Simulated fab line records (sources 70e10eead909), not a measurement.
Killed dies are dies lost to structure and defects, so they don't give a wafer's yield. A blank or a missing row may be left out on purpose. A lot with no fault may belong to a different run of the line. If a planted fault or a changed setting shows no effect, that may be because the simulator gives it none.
Problem report in the 8D (eight disciplines) form, filled by code :: flow nand harc :: the parts of the form that need people (team, actions taken, sign-off) are left out

== 1. THE ISSUE ==
NHARC_A_CHANNEL_FILL_D1_ETCHBACK_20, rf fwd power W: mean 680.5 W over 1 wafer from 1 lot; wafers with no fault: 586.5 W, standard deviation 2.6. Measured from the usual mean, that is +36 standard deviations.
The step: etches the open film in C4F8/O2/Ar, target depth 27 nm, time 13.5 s.
The first sign was on wafer L117.6 at day 16 11:56, on rie diel-03. The record holds 36 wafers of 12 lots with a number at this step. By rule, "out" or "out of limits" means more than 4 standard deviations away from the usual mean. The other wafers with a number count as sound.

== 2. WHAT IT IS; WHAT IT IS NOT ==
question: which readings at this step
is: rf fwd power W
is not: rf vpp V

question: which lots
is: L117
is not: L101, L102, L103, L104, L105, L108, L110, L118, L120, L122, L123

question: which wafers of those lots
is: L117.6
is not: L117.2, L117.5

question: read on which tools
is: rie diel-03
is not: rie diel-01, rie diel-11

question: when
is: from day 16 11:56
is not: up to then (23 sound wafers); but 12 sound wafers of L118, L120, L122, L123 came after

== 3. SUSPECTS, AND WHAT RULES EACH OUT ==
Counting: a tool at a process step up to the reading stays a suspect if it ran every lot that is out. Sound lots after the first of them don't rule it out here, since some wafers of a struck lot are sound.
- xsem-01 at NHARC_A_CHANNEL_HOLE_D1_XSEM_31: kept. It ran the lot that is out, L117 (day 15 09:23); its last sound lot up to then is L105 (day 10 17:14).
- rie si-03 at NHARC_A_CHANNEL_FILL_D1_ETCHBACK_19 (etches the open film in HBr/Cl2, target depth 5 nm, time 1.7 s): kept. It ran the lot that is out, L117 (day 16 11:49); its last sound lot up to then is L108 (day 12 22:56).
- rie diel-03 at NHARC_A_CHANNEL_FILL_D1_ETCHBACK_20 (etches the open film in C4F8/O2/Ar, target depth 27 nm, time 13.5 s): kept. It ran the lot that is out, L117 (day 16 11:56); its last sound lot up to then is L110 (day 13 12:49). Out on those wafers are its own readings of rf fwd power W.
- rie si-03, NHARC_A_CHANNEL_FILL_D1_ETCHBACK_19: wafers that are out in chamber 0, sound lot-mates in chambers 1, 2.
- rie diel-03, NHARC_A_CHANNEL_FILL_D1_ETCHBACK_20: wafers that are out in chamber 3, sound lot-mates in chambers 0, 2.
Still standing after the count: xsem-01 at NHARC_A_CHANNEL_HOLE_D1_XSEM_31, rie si-03 at NHARC_A_CHANNEL_FILL_D1_ETCHBACK_19, rie diel-03 at NHARC_A_CHANNEL_FILL_D1_ETCHBACK_20.

== 4. THE CAUSE (what the simulator had put in) ==
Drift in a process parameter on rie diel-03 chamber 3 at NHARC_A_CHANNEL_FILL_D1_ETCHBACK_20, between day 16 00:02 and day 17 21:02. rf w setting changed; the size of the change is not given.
Counting left 3 suspects, and this tool is among them.

== 5. THE EFFECT CHAIN, in route order ==
Each row: a reading whose mean over the struck wafers that have a number lies more than 3 standard deviations from the usual. Only readings whose record carries a usual standard deviation are examined. hours: median over the lots of the time between each lot's start at the first step of this table that gives one and its start at this step. sigmas: the change, counted in usual standard deviations.
hours: 0
step: NHARC_A_CHANNEL_FILL_D1_ETCHBACK_20
reading: oes product au
usual: 0.96 a.u.
on struck wafers: 1.09
change: +0.13
sigmas: +3.4

hours: 0
step: NHARC_A_CHANNEL_FILL_D1_ETCHBACK_20
reading: rf fwd power W
usual: 586.5 W
on struck wafers: 680.5
change: +94.0
sigmas: +36
Its process steps:
- NHARC_A_CHANNEL_FILL_D1_ETCHBACK_20: etches the open film in C4F8/O2/Ar, target depth 27 nm, time 13.5 s.

== 6. WHAT WOULD HAVE CAUGHT IT SOONER ==
12 hours passed between the start of the fault at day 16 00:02 and the first reading out of limits in this record, taken at day 16 11:56.
